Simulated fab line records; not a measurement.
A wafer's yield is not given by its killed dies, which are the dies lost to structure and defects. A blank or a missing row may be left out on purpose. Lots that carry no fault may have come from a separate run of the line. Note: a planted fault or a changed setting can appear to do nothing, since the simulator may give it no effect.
Chamber matching + flow nandHarc + pecvd-02 running NHARC_A_M0_PRE_CLEAN_31: 3 sister chambers
The step time 12 s. 22 wafers are shown with their chamber, then 11 later ones without.

## WAFERS PAIRED WITH THEIR CHAMBERS
| wafer  | chamber | heaterPowerW (W) |
|--------|---------|------------------|
| L074.2 | 0       | 819              |
| L074.3 | 1       | 649              |
| L074.6 | 2       | 717              |
| L074.1 | 2       | 719              |
| L074.4 | 0       | 841              |
| L074.5 | 1       | 656              |
| L079.1 | 1       | 580              |
| L079.2 | 2       | 708              |
| L079.4 | 1       | 564              |
| L078.1 | 2       | 604              |
| L078.4 | 1       | 647              |
| L078.6 | 0       | 847              |
| L080.4 | 1       | 555              |
| L080.5 | 2       | 641              |
| L080.6 | 0       | 816              |
| L082.1 | 1       | 659              |
| L082.2 | 0       | 766              |
| L082.4 | 2       | 617              |
| L086.3 | 2       | 712              |
| L086.4 | 1       | 569              |
| L086.5 | 0       | 792              |
| L085.2 | 0       | 838              |

SIGNATURES, as means of the wafers listed above
| reading      | chamber 0 | chamber 1 | chamber 2 | scatter within a chamber |
|--------------|-----------|-----------|-----------|--------------------------|
| heaterPowerW | 817.00    | 609.88    | 674.00    | 43.5                     |
Rule: distance of a wafer from a chamber = root of the sum over the readings of ((wafer's reading minus chamber's mean) / reading's scatter) squared. If the next closest chamber is less than 2 further off than the closest, the wafer can't be placed; otherwise it belongs to the closest. The scatter is the square root of a quotient: the sum, over the shown wafers, of each reading's squared deviation from its chamber's mean, divided by wafers minus chambers.

## WAFERS WITHOUT THEIR CHAMBER
| wafer  | heaterPowerW (W) |
|--------|------------------|
| L085.3 | 632              |
| L085.6 | 821              |
| L089.1 | 644              |
| L089.2 | 847              |
| L089.3 | 617              |
| L093.1 | 801              |
| L093.2 | 674              |
| L093.4 | 664              |
| L093.3 | 676              |
| L093.5 | 724              |
| L093.6 | 826              |

## WHICH CHAMBER EACH WENT THROUGH
| wafer  | from the rows above          | in truth |
|--------|------------------------------|----------|
| L085.3 | can't be placed: 1 or 2      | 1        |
| L085.6 | 0                            | 0        |
| L089.1 | can't be placed: 2 or 1      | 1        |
| L089.2 | 0                            | 0        |
| L089.3 | can't be placed: 1 or 2      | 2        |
| L093.1 | 0                            | 0        |
| L093.2 | can't be placed: 2 or 1      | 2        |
| L093.4 | can't be placed: 2 or 1      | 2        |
| L093.3 | can't be placed: 2 or 1      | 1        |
| L093.5 | can't be placed: 2 or 0 or 1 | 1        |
| L093.6 | 0                            | 0        |
4 of 11 placed correctly. Not placeable from these rows: 7 (in 7, the candidates include the true chamber). Wrongly placed: 0.
